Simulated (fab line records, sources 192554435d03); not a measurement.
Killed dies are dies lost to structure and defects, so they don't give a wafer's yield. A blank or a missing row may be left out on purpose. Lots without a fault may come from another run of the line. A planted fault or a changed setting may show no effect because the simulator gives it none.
fab line records | flow n5_finfet
record lots=7 wafers=21
route steps=1938 shown BEOL_M9@1446 BEOL_M11@1536
start_h: hours from the record's first day to the start of the lot's first wafer shown | wait_h: hours since the lot's step before | " the same as in the row above | L1.1+2: a row that stands for several wafers | - no value, or no start given | * or withheld: withheld | < > ~ a bound
route shown NAME@n: a module of which the file shows steps, and the number in the route of the first | usual: mean/standard deviation of fault-free wafers | same: alike in all rows | chamber/n: place in a boat | sites: the reading at each site | _std_site: their standard deviation | _edge_site: outer sites' mean less inner sites' | radius_mm: how far each site lies from the wafer's centre | mask NAME#n: copy n | behind: the tool/chamber that last shaped the wafer | hold: why the lot was held/for how many hours/how that ended | device: the transistor (n, p or np) that didn't switch | end of line: the same wafers' tests at the end of the route | a step without rows: its recipe alone | killed: dies lost to structure and defects at the first sort, not the wafer's yield | map: a wafer's dies, x killed, . not, _ none there
set.NAME: the setting as run; set.NAME@STEP: as run at that earlier step | model.NAME: the simulator's own value behind a step, which no gauge read
lots whose settings were changed on purpose; a table a step, a row a wafer
## steps
# step N5_BEOL_M9_TRENCH_ETCH_37
# recipe chemistry=C4F6/O2 target_depth_a=1514.3 target=SiCOH_lowk time_s=49 ion_energy_ev=250 pressure_mtorr=30 source_w=345 bias_w=185 Ar_flow_sccm=300 C4F6_flow_sccm=10 O2_flow_sccm=10
# columns lot.wafer tool chamber start_h wait_h set.time_s model.etch.depth_nm model.BEOL_M9.feature_depth_nm
L076.2 rie_diel-04 0 - - 49 155.5 155.4
L076.4 " 3 " " 49 150.6 150.6
L076.6 " 0 " " 44.02 140.1 140.2
L078.1 rie_diel-04 0 - - 49 155.7 155.6
L078.3 " 3 " " 49 150.6 150.6
L078.5 " 0 " " 49 155.6 155.6
L077.2 rie_diel-02 2 - - 49 146.8 146.8
L077.3 " 0 " " 42.74 130 130
L077.5 " 3 " " 49 152.1 152.2
L079.3 rie_diel-03 1 - - 49 152.9 153
L079.4 " 1 " " 49 151.9 152
L079.6 " 3 " " 49 149 149
L083.2 rie_diel-03 1 - - 39.79 121.6 121.6
L083.3 " 2 " " 49 148.1 148.2
L083.6 " 1 " " 49 150 150
L093.2 rie_diel-04 0 - - 49 154.5 154.6
L093.4 " 3 " " 49 152.5 152.6
L093.6 " 2 " " 49 149.9 149.8
L096.2 rie_diel-03 0 - - 49 152.6 152.6
L096.3 " 1 " " 49 151.7 151.8
L096.6 " 1 " " 49 152.3 152.2
# step N5_BEOL_M9_ETCH_41
# recipe chemistry=CH3F/O2 target=SiCN target_depth_a=366 taper_deg=2 time_s=70.1 ion_energy_ev=120 mask_material=TiN pressure_mtorr=30 source_w=395 bias_w=75 Ar_flow_sccm=150 CH3F_flow_sccm=30 O2_flow_sccm=20
# step N5_BEOL_M9_STRIP_80
# recipe chemistry=N2/H2 time_s=10 power_w=450 temp_c=40 pressure_mtorr=20 rf_frequency_hz=6e+07 bias_power_w=7 n2_flow_sccm=200 h2_flow_sccm=200
# step N5_BEOL_M9_OCD_MEAS_38
# usual trench_depth_nm=150.8/2.4
# columns lot.wafer tool chamber start_h wait_h set.time_s@BEOL_M9_TRENCH_ETCH_37 trench_depth_nm
L076.2 ocd-02 - 234.71 - 49 155.6
L076.4 " - " " 49 150.7
L076.6 " - " " 44.02 140.3
L078.1 ocd-01 - 237.32 - 49 155.1
L078.3 " - " " 49 150.9
L078.5 " - " " 49 155.5
L077.2 ocd-02 - 237.36 - 49 146.5
L077.3 " - " " 42.74 129.3
L077.5 " - " " 49 152.5
L079.3 ocd-02 - 241.50 - 49 152.7
L079.4 " - " " 49 151.6
L079.6 " - " " 49 148.9
L083.2 ocd-01 - 263.40 - 39.79 121.6
L083.3 " - " " 49 148.2
L083.6 " - " " 49 150.0
L093.2 ocd-01 - 333.34 - 49 154.7
L093.4 " - " " 49 152.4
L093.6 " - " " 49 150.0
L096.2 ocd-01 - 345.40 - 49 152.6
L096.3 " - " " 49 151.7
L096.6 " - " " 49 151.9
# step N5_BEOL_M9_HM_STRIP_39
# recipe chemistry=peroxide_tin_strip material=TiN target_depth_a=250 temp_c=50 time_s=158
# step N5_BEOL_M9_SRD_40
# recipe time_s=30 temp_c=23 rinse_liquid=diw dry=ipa_marangoni
# step N5_BEOL_M9_PRECLEAN_42
# recipe chemistry=residue_remover time_s=60 temp_c=40
# step N5_BEOL_M9_SRD_43
# recipe time_s=30 temp_c=23 rinse_liquid=diw dry=ipa_marangoni
# step N5_BEOL_M9_CD_MEAS_35
# recipe target_cd_nm=70 target_cd_y_nm=40 polarity=opening
# usual cd_nm=70.1/0.57
# columns lot.wafer tool chamber start_h wait_h set.dose_mj@BEOL_M9_EXPOSE_08 cd_nm
L076.2 cd_sem-02 - 234.86 0.0 53.75 70.0
L076.4 " - " " 56.48 73.1
L076.6 " - " " 56.48 72.5
L078.1 cd_sem-01 - 237.47 0.0 53.75 69.5
L078.3 " - " " 57.68 73.8
L078.5 " - " " 53.75 69.3
L077.2 cd_sem-02 - 237.51 0.0 53.75 69.5
L077.3 " - " " 53.75 70.2
L077.5 " - " " 53.75 70.0
L079.3 cd_sem-03 - 241.66 0.0 53.75 70.0
L079.4 " - " " 53.75 70.1
L079.6 " - " " 53.75 69.9
L083.2 cd_sem-03 - 263.55 0.0 53.75 69.4
L083.3 " - " " 53.75 70.1
L083.6 " - " " 54.82 70.5
L093.2 cd_sem-02 - 333.49 0.0 53.75 69.2
L093.4 " - " " 53.75 69.9
L093.6 " - " " 50.45 66.8
L096.2 cd_sem-01 - 345.55 0.0 57.4 73.8
L096.3 " - " " 53.75 70.0
L096.6 " - " " 57.4 73.5
# step N5_BEOL_M9_CURE_72
# recipe temp_c=370 time_s=120 ambient=DMADMS/He material=SiCOH_lowk
# step N5_BEOL_M9_DEGAS_44
# recipe ambient=vacuum temp_c=250 time_s=60
# step N5_BEOL_M9_ECD_50
# recipe material=Cu target_thk_a=3180
# step N5_BEOL_M9_ANNEAL_51
# recipe temp_c=225 time_s=90 ambient=N2
# step N5_BEOL_M9_CMP_52
# recipe stop_on=SiCOH_lowk t_overpolish_s=7 down_force_psi=1 platen_rpm=50 clearing_platen_down_force_psi=1.5 clearing_platen_rpm=50 post_cmp_clean=cu_alkaline target_thk_nm=140 clearing_platen_pad_velocity_m_s=0.99484 pad_velocity_m_s=0.99484
# columns lot.wafer tool chamber start_h wait_h set.time_s@BEOL_M9_TRENCH_ETCH_37 model.Cu_of_BEOL_M9_ECD_50.thk_nm
L076.4 cmp-04 2 237.00 0.1 49 138.2
L076.2 " 3 " " 49 143
L076.6 " 3 " " 44.02 129.4
L078.3 cmp-01 3 240.60 0.2 49 139
L078.1 " 1 " " 49 142.2
L078.5 " 3 " " 49 145.6
L077.2 cmp-02 1 240.69 0.2 49 133.8
L077.3 " 0 " " 42.74 119
L077.5 " 2 " " 49 140.6
L079.4 cmp-04 3 244.82 0.1 49 140.4
L079.3 " 2 " " 49 141.8
L079.6 " 3 " " 49 138.2
L083.2 cmp-04 0 266.17 0.4 39.79 111
L083.3 " 1 " " 49 136
L083.6 " 0 " " 49 138.4
L093.2 cmp-01 2 338.69 0.2 49 143.2
L093.4 " 1 " " 49 140.8
L093.6 " 2 " " 49 137.2
L096.2 cmp-02 0 347.61 0.3 49 141.2
L096.3 " 1 " " 49 139
L096.6 " 3 " " 49 140.4
# step N5_BEOL_M9_THK_MEAS_53
# recipe thk_meas_gauge=xrf reads=Cu_of_BEOL_M9_ECD_50
# usual M9_THK=139.8/2.7
# columns lot.wafer tool chamber start_h wait_h set.time_s@BEOL_M9_TRENCH_ETCH_37 M9_THK[nm]
L076.2 film_metro-02 - 237.29 - 49 143.2
L076.4 " - " " 49 138.2
L076.6 " - " " 44.02 129.6
L078.1 film_metro-01 - 240.89 - 49 143.2
L078.3 " - " " 49 139.6
L078.5 " - " " 49 145.8
L077.2 film_metro-01 - 240.98 - 49 135.0
L077.3 " - " " 42.74 120.1
L077.5 " - " " 49 141.5
L079.3 film_metro-02 - 245.11 - 49 141.7
L079.4 " - " " 49 140.1
L079.6 " - " " 49 138.4
L083.2 film_metro-02 - 266.46 - 39.79 112.1
L083.3 " - " " 49 137.7
L083.6 " - " " 49 140.0
L093.2 film_metro-02 - 338.99 - 49 143.8
L093.4 " - " " 49 141.5
L093.6 " - " " 49 137.1
L096.2 film_metro-02 - 347.87 - 49 141.5
L096.3 " - " " 49 139.4
L096.6 " - " " 49 140.3
# step N5_BEOL_M9_PRE_CLEAN_55
# recipe gas=NH3 time_s=15 temp_c=withheld rf_power_w=300
# step N5_BEOL_M9_DEP_56
# recipe material=SiCN target_thk_a=150 temp_c=withheld precursor=3MS/NH3 pressure_torr=3 rf_w=202 time_s=26.5
# step N5_BEOL_M9_RS_MEAS_57
# recipe thk_meas_gauge=four-point-probe reads=Cu_of_BEOL_M9_ECD_50+Co_of_BEOL_M9_CVD_78+TaN_of_BEOL_M9_ALD_74
# usual M9_RS=0.151/0.0031
# columns lot.wafer tool chamber start_h wait_h set.time_s@BEOL_M9_TRENCH_ETCH_37 M9_RS[ohm/sq]
L076.2 film_metro-02 - 237.43 0.1 49 0.147
L076.4 " - " " 49 0.153
L076.6 " - " " 44.02 0.165
L078.1 film_metro-02 - 241.06 0.1 49 0.148
L078.3 " - " " 49 0.152
L078.5 " - " " 49 0.144
L077.2 film_metro-01 - 241.12 0.1 49 0.158
L077.3 " - " " 42.74 0.181
L077.5 " - " " 49 0.150
L079.3 film_metro-02 - 245.25 0.1 49 0.148
L079.4 " - " " 49 0.150
L079.6 " - " " 49 0.153
L083.2 film_metro-02 - 266.60 0.1 39.79 0.195
L083.3 " - " " 49 0.156
L083.6 " - " " 49 0.153
L093.2 film_metro-01 - 339.12 0.1 49 0.147
L093.4 " - " " 49 0.150
L093.6 " - " " 49 0.154
L096.2 film_metro-02 - 348.01 0.1 49 0.149
L096.3 " - " " 49 0.152
L096.6 " - " " 49 0.150
# step N5_BEOL_M11_ILD_DEP_00
# recipe material=SiCOH_lowk target_thk_a=3085.1 temp_c=300 precursor=DEMS/porogen pressure_torr=5 rf_w=500 time_s=58
# columns lot.wafer tool chamber start_h wait_h set.time_s model.SiCOH_lowk_of_BEOL_M11_ILD_DEP_00.thk_nm
L076.2 pecvd-03 2 245.58 0.0 58 303.8
L076.4 " 1 " " 49.9 261
L076.6 " 0 " " 58 303
L077.2 pecvd-03 1 249.32 0.0 60.63 312.6
L077.3 " 0 " " 58 298
L077.5 " 2 " " 60.63 320
L078.1 pecvd-01 0 249.86 0.0 58 306.2
L078.3 " 1 " " 58 310.6
L078.5 " 0 " " 58 309
L079.3 pecvd-02 1 257.50 0.0 58 311.2
L079.4 " 2 " " 58 312.6
L079.6 " 1 " " 58 314
L083.2 pecvd-02 0 275.63 0.0 58 310
L083.3 " 1 " " 58 309.8
L083.6 " 0 " " 63.81 345.6
L093.2 pecvd-03 0 346.83 0.0 52.45 277.2
L093.4 " 1 " " 58 304.2
L093.6 " 0 " " 58 307.8
L096.2 pecvd-02 0 357.27 0.0 58 309.2
L096.3 " 1 " " 58 305.8
L096.6 " 2 " " 58 311.8
# step N5_BEOL_M11_CURE_71
# recipe temp_c=385 time_s=240 ambient=He/Ar material=SiCOH_lowk
# columns lot.wafer tool chamber start_h wait_h set.time_s@BEOL_M11_ILD_DEP_00 model.SiCOH_lowk_of_BEOL_M11_ILD_DEP_00.thk_nm
L076.2 uv_cure-03 2 245.74 0.1 58 263.8
L076.4 " 2 " " 49.9 226.2
L076.6 " 2 " " 58 263.2
L077.2 uv_cure-01 2 249.47 0.1 60.63 271.6
L077.3 " 2 " " 58 258.6
L077.5 " 2 " " 60.63 278.2
L078.1 uv_cure-03 0 249.96 0.1 58 266
L078.3 " 0 " " 58 269.8
L078.5 " 0 " " 58 268.4
L079.3 uv_cure-01 1 258.31 0.8 58 270.4
L079.4 " 1 " " 58 271.6
L079.6 " 1 " " 58 272.8
L083.2 uv_cure-03 0 275.87 0.2 58 269.4
L083.3 " 0 " " 58 269
L083.6 " 0 " " 63.81 301
L093.2 uv_cure-03 2 346.99 0.1 52.45 240.4
L093.4 " 2 " " 58 264.2
L093.6 " 2 " " 58 267.4
L096.2 uv_cure-02 0 357.51 0.2 58 268.6
L096.3 " 0 " " 58 265.6
L096.6 " 0 " " 58 270.8
# step N5_BEOL_M11_THK_MEAS_01
# recipe reads=SiCOH_lowk_of_BEOL_M11_ILD_DEP_00
# usual M11_ILD_THK=268/3.8
# columns lot.wafer tool chamber start_h wait_h set.time_s@BEOL_M11_ILD_DEP_00 M11_ILD_THK[nm]
L076.2 film_metro-02 - 246.17 0.4 58 264
L076.4 " - " " 49.9 226
L076.6 " - " " 58 263
L077.2 film_metro-02 - 249.91 0.4 60.63 271
L077.3 " - " " 58 259
L077.5 " - " " 60.63 278
L078.1 film_metro-02 - 250.47 0.4 58 266
L078.3 " - " " 58 270
L078.5 " - " " 58 268
L079.3 film_metro-01 - 259.62 1.0 58 270
L079.4 " - " " 58 272
L079.6 " - " " 58 273
L083.2 film_metro-02 - 276.70 0.7 58 269
L083.3 " - " " 58 269
L083.6 " - " " 63.81 301
L093.2 film_metro-01 - 347.42 0.4 52.45 240
L093.4 " - " " 58 264
L093.6 " - " " 58 268
L096.2 film_metro-02 - 358.34 0.7 58 269
L096.3 " - " " 58 266
L096.6 " - " " 58 271
# step N5_BEOL_M11_EXPOSE_08
# recipe mask_id=M11 na=1.35 source_shape=dipole sigma_inner=0.411 sigma_outer=0.611 polarization=te dose_mj=53.75
# columns lot.wafer tool chamber start_h wait_h mask set.dose_mj
L076.2+4 arfi_scanner-01 0 247.74 - M11#0 57.53
L076.6 " 0 " " M11#0 53.75
L077.2+3 arfi_scanner-01 0 253.64 - M11#0 55.85
L077.5 " 0 " " M11#0 53.75
L078.1+3 arfi_scanner-01 0 253.84 - M11#0 53.75
L078.5 " 0 " " M11#0 50.93
L079.3+4+6 arfi_scanner-02 0 261.46 - M11#0 53.75
L083.2+6 arfi_scanner-03 0 281.53 - M11#0 56.24
L083.3 " 0 " " M11#0 53.75
L093.2+6 arfi_scanner-02 0 349.22 - M11#0 57.58
L093.4 " 0 " " M11#0 53.75
L096.2+3 arfi_scanner-02 0 358.95 - M11#0 53.75
L096.6 " 0 " " M11#0 55.83
# step N5_BEOL_M11_PEB_09
# recipe peb_temp_c=withheld peb_time_s=60 resist=CAR-ArF
# step N5_BEOL_M11_DEVELOP_10
# recipe develop_time_s=30 developer=TMAH resist=CAR-ArF rinse_liquid=diw dry=air_spin dev_temp_c=23
# step N5_BEOL_M11_CD_MEAS_11
# recipe target_cd_nm=64.1 landing_energy_ev=500 detector=se_inlens polarity=opening
# usual cd_nm=64.1/0.52
# columns lot.wafer tool chamber start_h wait_h set.dose_mj@BEOL_M11_EXPOSE_08 cd_nm
L076.2 cd_sem-03 0 247.86 - 57.53 67.9
L076.4 " 0 " " 57.53 68.5
L076.6 " 0 " " 53.75 64.0
L077.2 cd_sem-02 0 253.76 - 55.85 66.3
L077.3 " 0 " " 55.85 66.8
L077.5 " 0 " " 53.75 64.5
L078.1 cd_sem-01 0 253.97 - 53.75 64.0
L078.3 " 0 " " 53.75 64.2
L078.5 " 0 " " 50.93 61.1
L079.3 cd_sem-03 0 261.57 - 53.75 63.0
L079.4 " 0 " " 53.75 64.6
L079.6 " 0 " " 53.75 64.2
L083.2 cd_sem-03 0 281.65 - 56.24 66.2
L083.3 " 0 " " 53.75 64.1
L083.6 " 0 " " 56.24 66.5
L093.2 cd_sem-01 0 349.34 - 57.58 68.5
L093.4 " 0 " " 53.75 64.3
L093.6 " 0 " " 57.58 69.5
L096.2 cd_sem-02 0 359.07 - 53.75 64.6
L096.3 " 0 " " 53.75 64.7
L096.6 " 0 " " 55.83 66.5
# step N5_BEOL_M11_DESCUM_16
# recipe chemistry=O2 time_s=7.9 source_power_w=50 bias_power_w=20 pressure_mtorr=20 rf_frequency_hz=2.712e+07 temp_c=40 resist=CAR-ArF o2_flow_sccm=225
# step N5_BEOL_M11_ETCH_61
# recipe chemistry=CF4 target=SiARC target_depth_a=390 mask_material=CAR-ArF time_s=65 ion_energy_ev=80 pressure_mtorr=40 source_w=545 bias_w=36 Ar_flow_sccm=100 cf4_flow_sccm=100 ends=cleared
# columns lot.wafer tool chamber start_h wait_h set.dose_mj@BEOL_M11_EXPOSE_08 model.BEOL_M11.cd_offset_nm
L076.2+4 rie_diel-04 2,3 247.99 0.0 57.53 4
L076.6 " 2 " " 53.75 -0.2
L077.2 rie_diel-04 0 254.40 0.0 55.85 1.8
L077.3 " 1 " " 55.85 2.8
L077.5 " 0 " " 53.75 0.8
L078.1 rie_diel-02 2 254.63 0.0 53.75 -0.4
L078.3 " 1 " " 53.75 0.2
L078.5 " 1 " " 50.93 -2.8
L079.3 rie_diel-02 1 261.69 0.0 53.75 -1
L079.4 " 3 " " 53.75 0.4
L079.6 " 2 " " 53.75 0
L083.2 rie_diel-04 3 281.78 0.0 56.24 1.6
L083.3 " 0 " " 53.75 0
L083.6 " 0 " " 56.24 2.2
L093.2 rie_diel-02 2 349.46 0.0 57.58 4.4
L093.4 " 3 " " 53.75 0
L093.6 " 0 " " 57.58 5.2
L096.2 rie_diel-04 2 359.19 0.0 53.75 0.6
L096.3 " 3 " " 53.75 0.2
L096.6 " 3 " " 55.83 2.4
# step N5_BEOL_M11_ETCH_62
# recipe chemistry=N2/H2 target=SOC target_depth_a=1100 overetch_a=220 mask_material=SiARC temp_c=40 time_s=165 ion_energy_ev=200 pressure_mtorr=30 source_w=840 bias_w=150 n2_flow_sccm=200 h2_flow_sccm=200
# columns lot.wafer tool chamber start_h wait_h set.dose_mj@BEOL_M11_EXPOSE_08 model.BEOL_M11.cd_offset_nm
L076.2 rie_diel-04 2 248.04 0.0 57.53 4
L076.4 " 3 " " 57.53 4.2
L076.6 " 2 " " 53.75 -0.2
L077.2 rie_diel-04 0 254.45 0.0 55.85 2.2
L077.3 " 1 " " 55.85 3
L077.5 " 0 " " 53.75 1.4
L078.1 rie_diel-02 2 254.68 0.0 53.75 -0.6
L078.3 " 1 " " 53.75 0.6
L078.5 " 1 " " 50.93 -2.2
L079.3 rie_diel-02 1 261.74 0.0 53.75 -0.8
L079.4 " 3 " " 53.75 0.6
L079.6 " 2 " " 53.75 -0.2
L083.2 rie_diel-04 3 281.83 0.0 56.24 1.8
L083.3 " 0 " " 53.75 0.4
L083.6 " 0 " " 56.24 2.4
L093.2 rie_diel-02 2 349.51 0.0 57.58 4
L093.4 " 3 " " 53.75 0
L093.6 " 0 " " 57.58 5
L096.2 rie_diel-04 2 359.24 0.0 53.75 1
L096.3 " 3 " " 53.75 0.6
L096.6 " 3 " " 55.83 2.6
# step N5_BEOL_M11_STRIP_68
# recipe chemistry=N2/H2 temp_c=40 n2_flow_sccm=200 h2_flow_sccm=200 rf_frequency_hz=6e+07
# step N5_BEOL_M11_STRIP_67
# recipe chemistry=CF4 resist=SiARC power_w=300 bias_power_w=75 pressure_mtorr=50 cf4_flow_sccm=150 rf_frequency_hz=6e+07
# step N5_BEOL_M11_HM_OPEN_17
# recipe chemistry=Cl2/BCl3 target_depth_a=200 overetch_a=60 target=TiN mask_material=SOC ion_energy_ev=150 pressure_mtorr=10 icp_w=1000 bias_w=126 Cl2_flow_sccm=53.25 bcl3_flow_sccm=21.75 Ar_flow_sccm=25
# step N5_BEOL_M11_STRIP_19
# recipe chemistry=O2 power_w=400 temp_c=40 pressure_mtorr=30 rf_frequency_hz=6e+07 bias_power_w=0 overash_fraction=0.2 o2_flow_sccm=225
# step N5_BEOL_M11_CD_MEAS_18
# recipe pitch_nm=140 target_cd_nm=70
# usual cd_nm=70.0/0.56
# columns lot.wafer tool chamber start_h wait_h set.dose_mj@BEOL_M11_EXPOSE_08 cd_nm
L076.2 cd_sem-03 - 248.45 0.1 57.53 73.6
L076.4 " - " " 57.53 74.2
L076.6 " - " " 53.75 69.8
L077.2 cd_sem-01 - 254.88 0.1 55.85 72.1
L077.3 " - " " 55.85 73.3
L077.5 " - " " 53.75 71.3
L078.1 cd_sem-03 - 255.05 0.0 53.75 70.0
L078.3 " - " " 53.75 70.8
L078.5 " - " " 50.93 67.8
L079.3 cd_sem-02 - 262.11 0.1 53.75 69.4
L079.4 " - " " 53.75 70.3
L079.6 " - " " 53.75 69.6
L083.2 cd_sem-02 - 282.20 0.1 56.24 71.9
L083.3 " - " " 53.75 70.2
L083.6 " - " " 56.24 72.6
L093.2 cd_sem-02 - 349.88 0.1 57.58 74.0
L093.4 " - " " 53.75 70.4
L093.6 " - " " 57.58 75.0
L096.2 cd_sem-03 - 359.61 0.1 53.75 70.5
L096.3 " - " " 53.75 70.4
L096.6 " - " " 55.83 73.0
## key
split step=N5_BEOL_M9_TRENCH_ETCH_37 setting=time_s stated=49 by=wafer
response step=N5_BEOL_M9_TRENCH_ETCH_37 reading=model.etch.depth_nm change=+1.44 per=1% r=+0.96
response step=N5_BEOL_M9_TRENCH_ETCH_37 reading=model.BEOL_M9.feature_depth_nm change=+1.45 per=1% r=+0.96
response step=N5_BEOL_M9_OCD_MEAS_38 reading=trench_depth_nm change=+1.46 per=1% r=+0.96
response step=N5_BEOL_M9_CMP_52 reading=model.Cu_of_BEOL_M9_ECD_50.thk_nm change=+1.35 per=1% r=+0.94
response step=N5_BEOL_M9_THK_MEAS_53 reading=M9_THK change=+1.37 per=1% r=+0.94
response step=N5_BEOL_M9_RS_MEAS_57 reading=M9_RS change=-0.00204 per=1% r=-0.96
split step=N5_BEOL_M11_ILD_DEP_00 setting=time_s stated=58 by=wafer
response step=N5_BEOL_M11_ILD_DEP_00 reading=model.SiCOH_lowk_of_BEOL_M11_ILD_DEP_00.thk_nm change=+3.21 per=1% r=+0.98
response step=N5_BEOL_M11_CURE_71 reading=model.SiCOH_lowk_of_BEOL_M11_ILD_DEP_00.thk_nm change=+2.84 per=1% r=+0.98
response step=N5_BEOL_M11_THK_MEAS_01 reading=M11_ILD_THK change=+2.83 per=1% r=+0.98
split step=N5_BEOL_M11_EXPOSE_08 setting=dose_mj stated=53.75 by=wafer
response step=N5_BEOL_M11_CD_MEAS_11 reading=cd_nm change=+0.584 per=1% r=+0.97
response step=N5_BEOL_M11_ETCH_61 reading=model.BEOL_M11.cd_offset_nm change=+0.559 per=1% r=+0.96
response step=N5_BEOL_M11_ETCH_62 reading=model.BEOL_M11.cd_offset_nm change=+0.52 per=1% r=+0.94
response step=N5_BEOL_M11_CD_MEAS_18 reading=cd_nm change=+0.538 per=1% r=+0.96
split outside_this_file step=N5_BEOL_M9_EXPOSE_08 setting=dose_mj
# split outside_this_file: this setting was split too, and the file shows its column; the key of that split is in another file
